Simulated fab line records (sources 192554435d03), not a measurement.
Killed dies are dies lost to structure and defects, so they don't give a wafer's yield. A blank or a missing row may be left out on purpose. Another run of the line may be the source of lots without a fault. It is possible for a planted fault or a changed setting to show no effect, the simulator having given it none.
Problem report, 8D (eight disciplines) form, completed by code || flow n5_finfet || the parts of the form that need people (team, actions taken, sign-off) are left out

== 1. WHAT IS WRONG ==
Wafers free of any fault read 17.91 nm (standard deviation 0.082) for MD_CAP_THK at N5_MOL_CONTACT_COAG_THK_MEAS_29, against a mean of 14.12 nm on 3 wafers of 3 lots. Measured from the usual mean, that is -46 standard deviations.
First observed at day 8 11:23: wafer L814.5, on film_metro-01. Wafers with a number at this step in the record: 11, from 5 lots. The rule behind "out" and "out of limits": a value lying over 4 standard deviations away from the usual mean. All remaining wafers that have a number are taken as sound.

== 2. WHAT IT IS AND WHAT IT IS NOT ==
{"question": "which readings at this step", "is": "MD_CAP_THK", "is not": "-"}
{"question": "which lots", "is": "L814, L816, L817", "is not": "L812, L820"}
{"question": "which wafers of those lots", "is": "L814.5, L816.3, L817.6", "is not": "L816.4, L816.5, L817.3"}
{"question": "read on which gauges", "is": "film_metro-01, film_metro-02", "is not": "-"}
{"question": "when", "is": "from day 8 11:23", "is not": "up to then (3 sound wafers); but 5 sound wafers of L816, L817, L820 came after"}

== 3. THE SUSPECTS, EACH WITH WHAT RULES IT OUT ==
Counting: if a tool at a process step up to the reading ran every lot that is out, it stays a suspect. Sound lots after the first of them don't rule it out here, since some wafers of a struck lot are sound.
- the gauge at N5_MOL_CONTACT_COAG_THK_MEAS_29 has been ruled out. The wafers that are out were read on 2 gauges (film_metro-01, film_metro-02).
- ald_sin-03 at N5_GATE_CUT_SAC_CAP_01 (material SiNx, target thk 24 nm, pulse time 1 s, ald cycles 480): kept. Ran every lot that is out, first one L814 (day 7 20:31); last sound lot up to then L812 (day 7 07:31).
- In ald_sin-03 at N5_GATE_CUT_SAC_CAP_01, the wafers that are out were processed in chamber 3 and their sound lot-mates in chambers 0, 2.
After counting, what remains is ald_sin-03 at N5_GATE_CUT_SAC_CAP_01.

== 4. THE CAUSE (what the simulator had put in) ==
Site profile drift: ald_sin-03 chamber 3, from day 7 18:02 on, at N5_GATE_CUT_SAC_CAP_01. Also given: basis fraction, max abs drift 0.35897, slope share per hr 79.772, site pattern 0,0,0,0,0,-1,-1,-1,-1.
The count eliminated every tool but this one.

== 5. THE CHAIN OF EFFECTS, in route order ==
One row per reading whose mean, taken over the struck wafers that have a number, lies over 3 standard deviations from the usual. Only readings for which the record gives a usual standard deviation are gone through. hours: the time from each lot's start at the first step in this table that gives one to its start at this step, as a median over the lots. sigmas: the change in usual standard deviations.
{"hours": 0, "step": "N5_MOL_CONTACT_COAG_THK_MEAS_29", "reading": "MD_CAP_THK", "usual": "17.91 nm", "on struck wafers": 14.12, "change": -3.79, "sigmas": -46}
{"hours": 205, "step": "N5_PASSIVATION_PROBE_49", "reading": "killed_at_contacts", "usual": 13, "on struck wafers": 411, "change": "+398", "sigmas": "+66"}
{"hours": 205, "step": "N5_PASSIVATION_PROBE_49", "reading": "killed_dies", "usual": 104, "on struck wafers": 492, "change": "+388", "sigmas": "+20"}
The process steps in it:
- N5_PASSIVATION_PROBE_49

== 6. WHAT WOULD HAVE CAUGHT IT SOONER ==
17 hours passed between the start of the fault at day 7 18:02 and the first reading out of limits at a measuring or inspecting step in this record, taken at day 8 11:23.
Tool readings at N5_GATE_CUT_SAC_CAP_01 with a usual standard deviation given in the record: none out on any struck wafer, hence no alarm at a limit of 4 standard deviations on them.
Of the lots that are out (3), L816, L817 began N5_GATE_CUT_SAC_CAP_01 on ald_sin-03 after day 8 11:23. A hold on the tool at that time would have spared those 2.
